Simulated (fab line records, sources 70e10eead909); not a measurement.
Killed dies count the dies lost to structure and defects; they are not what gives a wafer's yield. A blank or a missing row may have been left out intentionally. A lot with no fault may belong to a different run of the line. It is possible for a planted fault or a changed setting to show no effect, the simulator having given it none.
fab line records ; flow nandHarc
record: lots: 6; wafers: 18; lastDay: 24
route steps=1159 shown A_SOURCE_PLATE@420 A_ONON_D1@424 A_CHANNEL_HOLE_D1@450 END@1159
lots that met no fault: taken from a fault-free run of the same line
startH: the number of hours between the record's first day and the start of the first shown wafer of the lot ; waitH: hours elapsed since this lot's preceding step ; " as in the row above ; L1.1+2: a row that stands for several wafers ; - value missing, or start not given ; * or withheld: withheld ; < > ~ a bound
route shown NAME@n: names a module that has steps shown in the file, with the first one's number in the route ; usual: mean/standard deviation taken from wafers without a fault ; same: alike in all rows ; chamber/n: place in a boat ; sites: readings site by site ; _std_site: their standard deviation ; _edge_site: inner sites' mean taken away from outer sites' mean ; radiusMm: how far each site lies from the wafer's centre ; mask NAME#n: copy n ; behind: the most recent tool/chamber to have shaped the wafer ; hold: the reason the lot was held/the length of the hold in hours/how it ended ; device: whichever transistor did not switch (one of n, p or np) ; end of line: tests of these same wafers at the route's end ; for a step that has no rows: nothing shown but its recipe ; killed: not the wafer's yield, but the dies lost to structure and defects at the first sort ; map: dies across one wafer; x = killed, . = not, _ = none there
set.NAME: the run value of the setting; set.NAME@STEP: its run value at that earlier step ; model.NAME: the simulator's own value behind a step, which no gauge read
lots at some steps of the route; a table a step, a row a wafer
services: a tool's chamber out of use, with start hour (startH, from the record's first day; less than 0 if before it), hours out, and reason
== steps ==
step: NHARC_A_SOURCE_PLATE_THK_MEAS_06
recipe: thkMeasGauge: ellipsometry
usual: thkNm: 200.4/2.1
lot.wafer;tool;chamber;startH;waitH;thkNm
L152.1;filmMetro-02;-;147.61;0.4;199.2
L152.2;filmMetro-02;-;147.61;0.4;199.3
L152.4;filmMetro-02;-;147.61;0.4;199.1
L155.1;filmMetro-02;-;164.79;0.4;200.0
L155.4;filmMetro-02;-;164.79;0.4;199.9
L155.6;filmMetro-02;-;164.79;0.4;198.6
L160.1;filmMetro-01;-;207.90;0.4;204.2
L160.5;filmMetro-01;-;207.90;0.4;200.3
L160.6;filmMetro-01;-;207.90;0.4;202.1
L162.3;filmMetro-02;-;216.61;0.4;199.5
L162.5;filmMetro-02;-;216.61;0.4;201.9
L162.6;filmMetro-02;-;216.61;0.4;202.1
L169.4;filmMetro-02;-;260.74;0.4;201.3
L169.5;filmMetro-02;-;260.74;0.4;199.4
L169.6;filmMetro-02;-;260.74;0.4;202.0
L172.1;filmMetro-02;-;274.84;0.4;199.8
L172.3;filmMetro-02;-;274.84;0.4;201.9
L172.5;filmMetro-02;-;274.84;0.4;201.7
step: NHARC_A_SOURCE_PLATE_INSPECT_08
usual: rawDefectCount: 61/22
lot.wafer;tool;chamber;startH;waitH;rawDefectCount
L152.1;defectInspect-02;-;147.68;0.0;46
L152.2;defectInspect-02;-;147.68;0.0;97
L152.4;defectInspect-02;-;147.68;0.0;44
L155.1;defectInspect-02;-;164.86;0.0;36
L155.4;defectInspect-02;-;164.86;0.0;42
L155.6;defectInspect-02;-;164.86;0.0;54
L160.1;defectInspect-01;-;208.00;0.0;56
L160.5;defectInspect-01;-;208.00;0.0;41
L160.6;defectInspect-01;-;208.00;0.0;94
L162.3;defectInspect-02;-;216.69;0.0;116
L162.5;defectInspect-02;-;216.69;0.0;45
L162.6;defectInspect-02;-;216.69;0.0;72
L169.4;defectInspect-02;-;260.82;0.0;33
L169.5;defectInspect-02;-;260.82;0.0;29
L169.6;defectInspect-02;-;260.82;0.0;81
L172.1;defectInspect-01;-;274.91;0.0;47
L172.3;defectInspect-01;-;274.91;0.0;80
L172.5;defectInspect-01;-;274.91;0.0;82
step: NHARC_A_ONON_D1_DEP_00
recipe: targetThkA: 10000; n2FlowSccm: 2750; n2oFlowSccm: 2000; nh3FlowSccm: 500; sih4FlowSccm: 210; tempC: 400
step: NHARC_A_ONON_D1_THK_MEAS_02
recipe: thkMeasGauge: ellipsometry
usual: thkNm: 1000/6.3
lot.wafer;tool;chamber;startH;waitH;thkNm
L152.1;filmMetro-02;-;148.25;-;997
L152.2;filmMetro-02;-;148.25;-;997
L152.4;filmMetro-02;-;148.25;-;997
L155.1;filmMetro-01;-;165.43;-;992
L155.4;filmMetro-01;-;165.43;-;992
L155.6;filmMetro-01;-;165.43;-;992
L160.1;filmMetro-02;-;208.76;-;995
L160.5;filmMetro-02;-;208.76;-;994
L160.6;filmMetro-02;-;208.76;-;994
L162.3;filmMetro-01;-;217.27;-;1003
L162.5;filmMetro-01;-;217.27;-;1001
L162.6;filmMetro-01;-;217.27;-;1001
L169.4;filmMetro-01;-;261.40;-;1002
L169.5;filmMetro-01;-;261.40;-;1003
L169.6;filmMetro-01;-;261.40;-;1003
L172.1;filmMetro-01;-;275.48;-;999
L172.3;filmMetro-01;-;275.48;-;998
L172.5;filmMetro-01;-;275.48;-;1000
step: NHARC_A_ONON_D1_DEP_03
recipe: targetThkA: 10000; n2FlowSccm: 2750; n2oFlowSccm: 2000; nh3FlowSccm: 500; sih4FlowSccm: 210; tempC: 400
step: NHARC_A_ONON_D1_THK_MEAS_05
recipe: thkMeasGauge: ellipsometry
usual: thkNm: 997/10
lot.wafer;tool;chamber;startH;waitH;thkNm
L152.1;filmMetro-01;-;148.82;-;990
L152.2;filmMetro-01;-;148.82;-;990
L152.4;filmMetro-01;-;148.82;-;987
L155.1;filmMetro-02;-;165.99;-;982
L155.4;filmMetro-02;-;165.99;-;984
L155.6;filmMetro-02;-;165.99;-;983
L160.1;filmMetro-02;-;209.34;-;996
L160.5;filmMetro-02;-;209.34;-;994
L160.6;filmMetro-02;-;209.34;-;996
L162.3;filmMetro-02;-;217.85;-;1025
L162.5;filmMetro-02;-;217.85;-;1026
L162.6;filmMetro-02;-;217.85;-;1027
L169.4;filmMetro-02;-;261.97;-;995
L169.5;filmMetro-02;-;261.97;-;994
L169.6;filmMetro-02;-;261.97;-;994
L172.1;filmMetro-01;-;276.05;-;996
L172.3;filmMetro-01;-;276.05;-;994
L172.5;filmMetro-01;-;276.05;-;993
step: NHARC_A_ONON_D1_DEP_06
recipe: targetThkA: 10000; n2FlowSccm: 2750; n2oFlowSccm: 2000; nh3FlowSccm: 500; sih4FlowSccm: 210; tempC: 400
step: NHARC_A_ONON_D1_THK_MEAS_08
recipe: thkMeasGauge: ellipsometry
usual: thkNm: 1000/8.2
lot.wafer;tool;chamber;startH;waitH;thkNm
L152.1;filmMetro-01;-;149.38;-;1009
L152.2;filmMetro-01;-;149.38;-;1010
L152.4;filmMetro-01;-;149.38;-;1008
L155.1;filmMetro-01;-;166.55;-;1004
L155.4;filmMetro-01;-;166.55;-;1003
L155.6;filmMetro-01;-;166.55;-;1005
L160.1;filmMetro-01;-;209.90;-;1000
L160.5;filmMetro-01;-;209.90;-;1001
L160.6;filmMetro-01;-;209.90;-;1001
L162.3;filmMetro-02;-;218.42;-;995
L162.5;filmMetro-02;-;218.42;-;998
L162.6;filmMetro-02;-;218.42;-;996
L169.4;filmMetro-01;-;262.53;-;998
L169.5;filmMetro-01;-;262.53;-;998
L169.6;filmMetro-01;-;262.53;-;998
L172.1;filmMetro-01;-;276.62;-;981
L172.3;filmMetro-01;-;276.62;-;981
L172.5;filmMetro-01;-;276.62;-;981
step: NHARC_A_ONON_D1_DEP_09
recipe: targetThkA: 10000; n2FlowSccm: 2750; n2oFlowSccm: 2000; nh3FlowSccm: 500; sih4FlowSccm: 210; tempC: 400
step: NHARC_A_ONON_D1_THK_MEAS_11
recipe: thkMeasGauge: ellipsometry
usual: thkNm: 1000/8
lot.wafer;tool;chamber;startH;waitH;thkNm
L152.1;filmMetro-01;-;149.94;-;995
L152.2;filmMetro-01;-;149.94;-;995
L152.4;filmMetro-01;-;149.94;-;994
L155.1;filmMetro-01;-;167.12;-;1020
L155.4;filmMetro-01;-;167.12;-;1019
L155.6;filmMetro-01;-;167.12;-;1021
L160.1;filmMetro-01;-;210.47;-;995
L160.5;filmMetro-01;-;210.47;-;994
L160.6;filmMetro-01;-;210.47;-;992
L162.3;filmMetro-01;-;218.99;-;995
L162.5;filmMetro-01;-;218.99;-;995
L162.6;filmMetro-01;-;218.99;-;996
L169.4;filmMetro-01;-;263.10;-;985
L169.5;filmMetro-01;-;263.10;-;985
L169.6;filmMetro-01;-;263.10;-;986
L172.1;filmMetro-01;-;277.19;-;1000
L172.3;filmMetro-01;-;277.19;-;999
L172.5;filmMetro-01;-;277.19;-;1001
step: NHARC_A_ONON_D1_DEP_12
recipe: targetThkA: 10000; n2FlowSccm: 2750; n2oFlowSccm: 2000; nh3FlowSccm: 500; sih4FlowSccm: 210; tempC: 400
lot.wafer;tool;chamber;startH;waitH
L152.1+2+4;pecvdOnon-03;0;150.00;0.1
L155.1+4+6;pecvdOnon-02;0;167.18;0.1
L160.1+5+6;pecvdOnon-03;0;210.58;0.1
L162.3+5+6;pecvdOnon-03;0;219.16;0.2
L169.4+5+6;pecvdOnon-01;0;263.33;0.2
L172.1+3+5;pecvdOnon-01;0;277.25;0.1
step: NHARC_A_ONON_D1_THK_MEAS_14
recipe: thkMeasGauge: ellipsometry
usual: thkNm: 1000/9.6
lot.wafer;tool;chamber;startH;waitH;thkNm
L152.1;filmMetro-01;-;150.51;-;992
L152.2;filmMetro-01;-;150.51;-;992
L152.4;filmMetro-01;-;150.51;-;992
L155.1;filmMetro-02;-;167.69;-;996
L155.4;filmMetro-02;-;167.69;-;996
L155.6;filmMetro-02;-;167.69;-;995
L160.1;filmMetro-01;-;211.10;-;1003
L160.5;filmMetro-01;-;211.10;-;1002
L160.6;filmMetro-01;-;211.10;-;1001
L162.3;filmMetro-02;-;219.55;-;1001
L162.5;filmMetro-02;-;219.55;-;1000
L162.6;filmMetro-02;-;219.55;-;999
L169.4;filmMetro-02;-;263.67;-;984
L169.5;filmMetro-02;-;263.67;-;985
L169.6;filmMetro-02;-;263.67;-;987
L172.1;filmMetro-02;-;277.75;-;1004
L172.3;filmMetro-02;-;277.75;-;1007
L172.5;filmMetro-02;-;277.75;-;1004
step: NHARC_A_ONON_D1_ANNEAL_15
recipe: tempC: 750; timeS: 3600
step: NHARC_A_ONON_D1_DEP_16
recipe: targetThkA: 10000; n2FlowSccm: 2750; n2oFlowSccm: 2000; nh3FlowSccm: 500; sih4FlowSccm: 210; tempC: 400
step: NHARC_A_ONON_D1_THK_MEAS_18
recipe: thkMeasGauge: ellipsometry
usual: thkNm: 1000/9.1
lot.wafer;tool;chamber;startH;waitH;thkNm
L152.1;filmMetro-01;-;155.63;-;1000
L152.2;filmMetro-01;-;155.63;-;1001
L152.4;filmMetro-01;-;155.63;-;1001
L155.1;filmMetro-01;-;174.82;-;996
L155.4;filmMetro-01;-;174.82;-;993
L155.6;filmMetro-01;-;174.82;-;994
L160.1;filmMetro-02;-;218.21;-;1002
L160.5;filmMetro-02;-;218.21;-;1005
L160.6;filmMetro-02;-;218.21;-;1005
L162.3;filmMetro-02;-;228.16;-;1013
L162.5;filmMetro-02;-;228.16;-;1012
L162.6;filmMetro-02;-;228.16;-;1012
L169.4;filmMetro-02;-;271.75;-;1014
L169.5;filmMetro-02;-;271.75;-;1016
L169.6;filmMetro-02;-;271.75;-;1014
L172.1;filmMetro-01;-;284.93;-;996
L172.3;filmMetro-01;-;284.93;-;993
L172.5;filmMetro-01;-;284.93;-;992
step: NHARC_A_ONON_D1_DEP_19
recipe: targetThkA: 10000; n2FlowSccm: 2750; n2oFlowSccm: 2000; nh3FlowSccm: 500; sih4FlowSccm: 210; tempC: 400
step: NHARC_A_ONON_D1_THK_MEAS_21
recipe: thkMeasGauge: ellipsometry
usual: thkNm: 1001/10
lot.wafer;tool;chamber;startH;waitH;thkNm
L152.1;filmMetro-01;-;156.33;-;1012
L152.2;filmMetro-01;-;156.33;-;1011
L152.4;filmMetro-01;-;156.33;-;1012
L155.1;filmMetro-01;-;175.39;-;1022
L155.4;filmMetro-01;-;175.39;-;1020
L155.6;filmMetro-01;-;175.39;-;1022
L160.1;filmMetro-01;-;218.77;-;999
L160.5;filmMetro-01;-;218.77;-;1000
L160.6;filmMetro-01;-;218.77;-;999
L162.3;filmMetro-01;-;228.73;-;1008
L162.5;filmMetro-01;-;228.73;-;1008
L162.6;filmMetro-01;-;228.73;-;1008
L169.4;filmMetro-02;-;272.32;-;993
L169.5;filmMetro-02;-;272.32;-;993
L169.6;filmMetro-02;-;272.32;-;989
L172.1;filmMetro-02;-;285.76;-;988
L172.3;filmMetro-02;-;285.76;-;988
L172.5;filmMetro-02;-;285.76;-;987
step: NHARC_A_ONON_D1_DEP_22
recipe: targetThkA: 10000; n2FlowSccm: 2750; n2oFlowSccm: 2000; nh3FlowSccm: 500; sih4FlowSccm: 210; tempC: 400
step: NHARC_A_ONON_D1_THK_MEAS_24
recipe: thkMeasGauge: ellipsometry
usual: thkNm: 1006/8
lot.wafer;tool;chamber;startH;waitH;thkNm
L152.1;filmMetro-02;-;156.90;-;1023
L152.2;filmMetro-02;-;156.90;-;1025
L152.4;filmMetro-02;-;156.90;-;1024
L155.1;filmMetro-02;-;175.96;-;1023
L155.4;filmMetro-02;-;175.96;-;1022
L155.6;filmMetro-02;-;175.96;-;1024
L160.1;filmMetro-01;-;219.34;-;1008
L160.5;filmMetro-01;-;219.34;-;1007
L160.6;filmMetro-01;-;219.34;-;1008
L162.3;filmMetro-01;-;229.30;-;993
L162.5;filmMetro-01;-;229.30;-;992
L162.6;filmMetro-01;-;229.30;-;991
L169.4;filmMetro-02;-;272.89;-;999
L169.5;filmMetro-02;-;272.89;-;998
L169.6;filmMetro-02;-;272.89;-;1000
L172.1;filmMetro-02;-;286.32;-;1011
L172.3;filmMetro-02;-;286.32;-;1009
L172.5;filmMetro-02;-;286.32;-;1011
step: NHARC_A_ONON_D1_DEP_25
recipe: targetThkA: 10000; n2FlowSccm: 2750; n2oFlowSccm: 2000; nh3FlowSccm: 500; sih4FlowSccm: 210; tempC: 400
step: NHARC_A_ONON_D1_THK_MEAS_27
recipe: thkMeasGauge: ellipsometry
usual: thkNm: 1001/9.2
lot.wafer;tool;chamber;startH;waitH;thkNm
L152.1;filmMetro-02;-;157.48;-;997
L152.2;filmMetro-02;-;157.48;-;996
L152.4;filmMetro-02;-;157.48;-;995
L155.1;filmMetro-02;-;176.53;-;1012
L155.4;filmMetro-02;-;176.53;-;1012
L155.6;filmMetro-02;-;176.53;-;1012
L160.1;filmMetro-01;-;219.91;-;989
L160.5;filmMetro-01;-;219.91;-;989
L160.6;filmMetro-01;-;219.91;-;989
L162.3;filmMetro-02;-;229.86;-;995
L162.5;filmMetro-02;-;229.86;-;994
L162.6;filmMetro-02;-;229.86;-;994
L169.4;filmMetro-02;-;273.46;-;1008
L169.5;filmMetro-02;-;273.46;-;1010
L169.6;filmMetro-02;-;273.46;-;1009
L172.1;filmMetro-01;-;286.89;-;1020
L172.3;filmMetro-01;-;286.89;-;1018
L172.5;filmMetro-01;-;286.89;-;1019
step: NHARC_A_ONON_D1_DEP_28
recipe: targetThkA: 10000; n2FlowSccm: 2750; n2oFlowSccm: 2000; nh3FlowSccm: 500; sih4FlowSccm: 210; tempC: 400
step: NHARC_A_ONON_D1_THK_MEAS_30
recipe: thkMeasGauge: ellipsometry
usual: thkNm: 997/11
lot.wafer;tool;chamber;startH;waitH;thkNm
L152.1;filmMetro-01;-;158.04;-;1001
L152.2;filmMetro-01;-;158.04;-;1001
L152.4;filmMetro-01;-;158.04;-;1002
L155.1;filmMetro-01;-;177.12;-;1005
L155.4;filmMetro-01;-;177.12;-;1006
L155.6;filmMetro-01;-;177.12;-;1005
L160.1;filmMetro-02;-;220.47;-;1014
L160.5;filmMetro-02;-;220.47;-;1014
L160.6;filmMetro-02;-;220.47;-;1014
L162.3;filmMetro-02;-;230.43;-;986
L162.5;filmMetro-02;-;230.43;-;986
L162.6;filmMetro-02;-;230.43;-;988
L169.4;filmMetro-01;-;274.02;-;991
L169.5;filmMetro-01;-;274.02;-;993
L169.6;filmMetro-01;-;274.02;-;991
L172.1;filmMetro-02;-;287.46;-;1002
L172.3;filmMetro-02;-;287.46;-;1004
L172.5;filmMetro-02;-;287.46;-;1002
step: NHARC_A_ONON_D1_DEP_33
recipe: targetThkA: 2000; tempC: 400; pressureTorr: 6.5; rfW: 900; teosFlowSccm: 161.4; flowSccm: 2650; targetThkNm: 200; gas: O2; material: SiO2
usual: heaterPowerW: 556/90; rfFwdPowerW: 897.9/2.6; throttleValvePct: 16.1/0.56
lot.wafer;tool;chamber;startH;waitH;heaterPowerW;rfFwdPowerW;throttleValvePct
L152.2;pecvd-03;2;158.10;0.1;484;899.9;16.9
L152.1;pecvd-03;0;158.10;0.1;575;898.9;16.3
L152.4;pecvd-03;2;158.10;0.1;492;903.5;16.7
L155.1;pecvd-03;2;177.18;0.1;462;903.1;16.7
L155.4;pecvd-03;2;177.18;0.1;468;899.0;16.9
L155.6;pecvd-03;0;177.18;0.1;550;898.8;16.4
L160.1;pecvd-03;0;220.62;0.1;556;899.6;16.5
L160.6;pecvd-03;2;220.62;0.1;491;897.5;17.0
L160.5;pecvd-03;0;220.62;0.1;581;896.3;16.3
L162.3;pecvd-01;2;230.53;0.1;542;895.6;16.1
L162.5;pecvd-01;2;230.53;0.1;550;899.3;16.0
L162.6;pecvd-01;0;230.53;0.1;728;897.6;16.5
L169.4;pecvd-02;1;274.21;0.2;360;902.0;16.4
L169.6;pecvd-02;2;274.21;0.2;600;901.3;15.6
L169.5;pecvd-02;0;274.21;0.2;442;900.1;15.7
L172.3;pecvd-03;0;287.57;0.1;505;900.6;16.5
L172.1;pecvd-03;1;287.57;0.1;666;893.8;16.2
L172.5;pecvd-03;1;287.57;0.1;669;896.4;16.2
step: NHARC_A_ONON_D1_THK_MEAS_34
recipe: thkMeasGauge: ellipsometry
usual: thkNm: 199.7/2.8
lot.wafer;tool;chamber;startH;waitH;thkNm
L152.1;filmMetro-01;-;158.51;-;199.2
L152.2;filmMetro-01;-;158.51;-;195.3
L152.4;filmMetro-01;-;158.51;-;202.4
L155.1;filmMetro-02;-;177.59;-;200.0
L155.4;filmMetro-02;-;177.59;-;201.4
L155.6;filmMetro-02;-;177.59;-;202.0
L160.1;filmMetro-01;-;220.94;-;194.0
L160.5;filmMetro-01;-;220.94;-;201.5
L160.6;filmMetro-01;-;220.94;-;201.4
L162.3;filmMetro-02;-;230.91;-;195.6
L162.5;filmMetro-02;-;230.91;-;199.9
L162.6;filmMetro-02;-;230.91;-;199.7
L169.4;filmMetro-01;-;274.49;-;201.5
L169.5;filmMetro-01;-;274.49;-;199.8
L169.6;filmMetro-01;-;274.49;-;202.8
L172.1;filmMetro-02;-;287.93;-;201.7
L172.3;filmMetro-02;-;287.93;-;199.9
L172.5;filmMetro-02;-;287.93;-;201.8
step: NHARC_A_CHANNEL_HOLE_D1_DEP_00
recipe: targetThkA: 31000; tempC: 400; material: aC
usual: throttleValvePct: 35.001/0.0095
lot.wafer;tool;chamber;startH;waitH;throttleValvePct
L152.1;aclDep-01;0;158.66;0.1;35.026
L152.2;aclDep-01;0;158.66;0.1;35.000
L152.4;aclDep-01;0;158.66;0.1;34.993
L155.1;aclDep-01;0;181.97;4.3;34.998
L155.4;aclDep-01;0;181.97;4.3;35.001
L155.6;aclDep-01;0;181.97;4.3;34.993
L160.1;aclDep-03;0;222.02;1.0;34.995
L160.5;aclDep-03;0;223.30;2.3;35.005
L160.6;aclDep-03;0;223.30;2.3;35.005
L162.3;aclDep-02;0;234.87;3.9;34.996
L162.5;aclDep-02;0;234.87;3.9;34.994
L162.6;aclDep-02;0;234.87;3.9;34.997
L169.4;aclDep-03;0;277.14;2.6;35.016
L169.5;aclDep-03;0;277.14;2.6;34.999
L169.6;aclDep-03;0;277.14;2.6;34.999
L172.1;aclDep-03;0;288.27;0.3;35.022
L172.3;aclDep-03;0;288.27;0.3;35.005
L172.5;aclDep-03;0;288.27;0.3;35.010
step: NHARC_A_CHANNEL_HOLE_D1_DEP_01
recipe: targetThkA: 1400; targetThkNm: 140; tempC: 400; pressureTorr: 3.5; flowSccm: 200; rfW: 350; material: SiON
usual: heaterPowerW: 784/93; rfFwdPowerW: 348.9/1.1
lot.wafer;tool;chamber;startH;waitH;heaterPowerW;rfFwdPowerW
L152.1;pecvd-01;1;160.63;1.6;772;348.9
L152.2;pecvd-01;2;160.63;1.6;768;349.9
L152.4;pecvd-01;0;160.63;1.6;939;349.1
L155.1;pecvd-04;2;184.23;1.9;926;347.1
L155.4;pecvd-04;2;184.23;1.9;902;345.0
L155.6;pecvd-04;0;184.23;1.9;690;348.3
L160.1;pecvd-04;1;223.99;1.6;852;348.6
L160.5;pecvd-04;1;223.99;1.6;866;349.0
L160.6;pecvd-04;2;223.99;1.6;857;350.4
L162.3;pecvd-01;0;236.15;1.0;933;348.7
L162.5;pecvd-01;0;236.15;1.0;954;349.5
L162.6;pecvd-01;2;236.15;1.0;797;346.2
L169.5;pecvd-01;1;278.21;0.4;726;349.2
L169.4;pecvd-01;2;278.21;0.4;784;348.3
L169.6;pecvd-01;0;278.21;0.4;819;349.6
L172.1;pecvd-02;2;290.17;1.6;783;349.4
L172.3;pecvd-02;0;290.17;1.6;649;349.4
L172.5;pecvd-02;0;290.17;1.6;647;348.6
step: NHARC_A_CHANNEL_HOLE_D1_DEHYDRATE_02
recipe: tempC: 150; timeS: 120
step: NHARC_A_CHANNEL_HOLE_D1_HMDS_03
recipe: timeS: 30
step: NHARC_A_CHANNEL_HOLE_D1_COAT_36
recipe: tempC: 260; timeS: 75
step: NHARC_A_CHANNEL_HOLE_D1_COAT_37
recipe: tempC: 225; timeS: 65
step: NHARC_A_CHANNEL_HOLE_D1_COAT_04
recipe: spinRpm: 1500; resistThkNm: 90
step: NHARC_A_CHANNEL_HOLE_D1_SOFTBAKE_05
recipe: tempC: 105; timeS: 55
step: NHARC_A_CHANNEL_HOLE_D1_EBR_06
step: NHARC_A_CHANNEL_HOLE_D1_EXPOSE_07
recipe: na: 1.35; targetCdNm: 100; sigmaOuter: 0.3; doseMj: 59.65; maskId: HOLE_D1
step: NHARC_A_CHANNEL_HOLE_D1_PEB_08
recipe: pebTempC: 100; pebTimeS: 65
step: NHARC_A_CHANNEL_HOLE_D1_DEVELOP_09
recipe: developTimeS: 35; devTempC: 23
step: NHARC_END_SORT_01
recipe: tempC: 25
usual: killedAtArray: 28/8.9; killedAtOther: 0.8/1.2; killedAtPeriphery: 3.3/2.3; killedDies: 32/9.4; killedOpen: 3.2/1.8; killedShort: 1.9/1.4
same: grossDies: 677
lot.wafer;tool;chamber;startH;waitH;killedAtArray;killedAtOther;killedAtPeriphery;killedDies;killedOpen;killedShort
L162.3;prober-01;0;504.35;3.1;107;2;5;114;4;4
L162.5;prober-01;0;505.97;3.8;116;0;0;116;3;2
L162.6;prober-01;0;506.78;4.1;99;1;0;100;0;2
L160.1;prober-02;0;510.43;2.5;99;0;3;102;4;1
L160.5;prober-02;0;513.64;3.7;100;0;2;102;3;0
L160.6;prober-02;0;514.44;4.0;100;0;5;105;4;1
killed by level:class
L162.3 A_ONON_D1:unspecified=69 A_CHANNEL_HOLE_D1:chamberFilmFlake=14 A_SLIT:chamberFilmFlake=10 A_STAIRCASE:chamberFilmFlake=5 A_CONTACT:geometricParticle:open=4 P_CONTACT:chamberFilmFlake=4 A_ONON_D1:geometricParticle:short=2 THIN_TSV:chamberFilmFlake=2
L162.5 A_ONON_D1:unspecified=70 A_CHANNEL_HOLE_D1:chamberFilmFlake=18 A_SLIT:chamberFilmFlake=12 A_STAIRCASE:chamberFilmFlake=7 A_CONTACT:chamberFilmFlake=4 A_WL_FILL:geometricParticle:open=2 A_ONON_D1:geometricParticle:short=1 A_STAIRCASE:geometricParticle:open=1
L162.6 A_ONON_D1:unspecified=68 A_CHANNEL_HOLE_D1:chamberFilmFlake=14 A_SLIT:chamberFilmFlake=9 A_STAIRCASE:chamberFilmFlake=3 A_CHANNEL_FILL_D1:geometricParticle:short=2 A_CONTACT:chamberFilmFlake=2 A_BLC:chamberFilmFlake=1 THIN_TSV:chamberFilmFlake=1
L160.1 A_ONON_D1:unspecified=72 A_SLIT:chamberFilmFlake=15 A_CHANNEL_HOLE_D1:chamberFilmFlake=5 A_CONTACT:geometricParticle:open=2 P_STI:chamberFilmFlake=2 P_STI:geometricParticle:short=1 A_SGD_CUT:geometricParticle:open=1 A_BLC:geometricParticle:open=1
L160.5 A_ONON_D1:unspecified=64 A_SLIT:chamberFilmFlake=19 A_CHANNEL_HOLE_D1:chamberFilmFlake=9 A_CONTACT:chamberFilmFlake=3 A_STAIRCASE:chamberFilmFlake=2 P_M0:geometricParticle:open=1 A_CHANNEL_FILL_D1:geometricParticle:open=1 A_CONTACT:geometricParticle:open=1
L160.6 A_ONON_D1:unspecified=75 A_SLIT:chamberFilmFlake=14 A_CHANNEL_HOLE_D1:chamberFilmFlake=4 P_M1:geometricParticle:open=3 A_STAIRCASE:chamberFilmFlake=3 P_M0:geometricParticle:open=1 A_ONON_D1:geometricParticle:short=1 P_M0:chamberFilmFlake=1
map L160.6 (x killed, . not)
____________.____________
_________......._________
_______........xx._______
______......xxxxx..______
_____........xx.xx.._____
____..........xx.....____
____..........x......____
___............x.x....___
___................x..___
__....x................__
__.....................__
_......................._
_......................._
_........x.............._
_.........x............._
_......................._
....x..........x.........
........x................
......x....x.............
.....xx.xxx.....x........
......xxxxxxxx..x........
_......xxxx............._
_.....xxxxxx...........x_
_....xxxxxxx....x......._
_....xxxxxxxx..........._
_....xxxxxxx............_
__x..xxxxxxx...........__
__..x.xxxxxxx..........__
___...xxxxxx..........___
___.....xxx...........___
____...xxx..x........____
____....x............____
_____..............._____
______..x..........______
_______..........._______
_________......._________
____________.____________
map L162.5 (x killed, . not)
____________.____________
_________.x.x..x_________
_______.......x.x._______
______.......xxx...______
_____..........x...._____
____...........x.....____
____.................____
___...........x.......___
___...................___
__............xx.......__
__.....................__
_......................._
_.x.................x..._
_......................x_
_......................._
_......................._
.........x...............
......x..................
.........................
.......xx................
.....xx.x.x.........x....
_....xxxxxxx.......x...._
_....xxxxxxx............_
_....xxxxxxxx.....x....._
_.....xxxxxxxx..x..x...._
_...xxxxxxxx.x.........._
__...xxxxxxxx..........__
__...xxxxxxx...........__
___..xxxxxx.....x..x..___
___...xxxx.........x..___
____...xx.......x.xx.____
____x...x.......xxx..____
_____............xxx_____
______x.....x..xxxx______
_______..........x_______
_________......._________
____________.____________
== services ==
tool;chamber;startH;hours;kind
pecvd-03;0;132.46;-;clean
pecvd-03;1;132.46;-;clean
pecvd-03;2;132.46;-;clean
pecvd-02;2;150.86;4.2;repair
pecvd-01;-;152.58;4.9;repair
pecvdOnon-03;-;153.00;13.0;pm
pecvd-02;-;153.97;13.0;pm
aclDep-01;-;161.05;3.2;repair
aclDep-02;-;168.60;13.0;pm
pecvd-01;0;191.02;3.6;repair
pecvdOnon-01;-;195.25;13.0;pm
pecvd-04;-;195.82;13.0;pm
pecvd-01;-;216.68;0.8;repair
aclDep-03;-;225.91;13.0;pm
pecvd-01;-;237.00;13.0;pm
pecvd-01;0;237.00;13.0;ventCycle
pecvd-01;1;237.00;13.0;ventCycle
pecvd-01;2;237.00;13.0;ventCycle
pecvd-03;-;247.01;0.8;repair
pecvd-01;0;250.00;-;clean
pecvd-01;1;250.00;-;clean
aclDep-02;-;251.58;0.7;repair
pecvdOnon-02;-;266.50;2.6;repair
pecvd-02;-;283.94;0.8;repair
== key ==
firstSign: step: NHARC_END_SORT_01; reading: killedAtArray; direction: up; sigmas: 8.4; usual: 28; struck: 104
effect: step: NHARC_END_SORT_01; reading: killedDies; direction: up; sigmas: 7.9; usual: 32; struck: 106
moreKillsBornAt: NHARC_A_ONON_D1_DEP_12@pecvdOnon-03: 418
metAt NHARC_A_ONON_D1_DEP_12
struckWafers L160.1,L160.5,L160.6,L162.3,L162.5,L162.6
testerLeftOut L160,L162
onsetBetween 150.00 210.58
fault: kind: chamberParticleSource; tool: pecvdOnon-03; chamber: -; onsetH: 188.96; steps: NHARC_A_ONON_D1_DEP_12; ratePerVisitCm2: 0.42601; endH: 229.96
testerLeftOut: of these lots the tester's yield and bins aren't shown, on N5 and GAA mostly nor the transistor test; their killed dies are dies lost to structure and defects alone, not to doping, threshold or leakage, so they don't give the yield
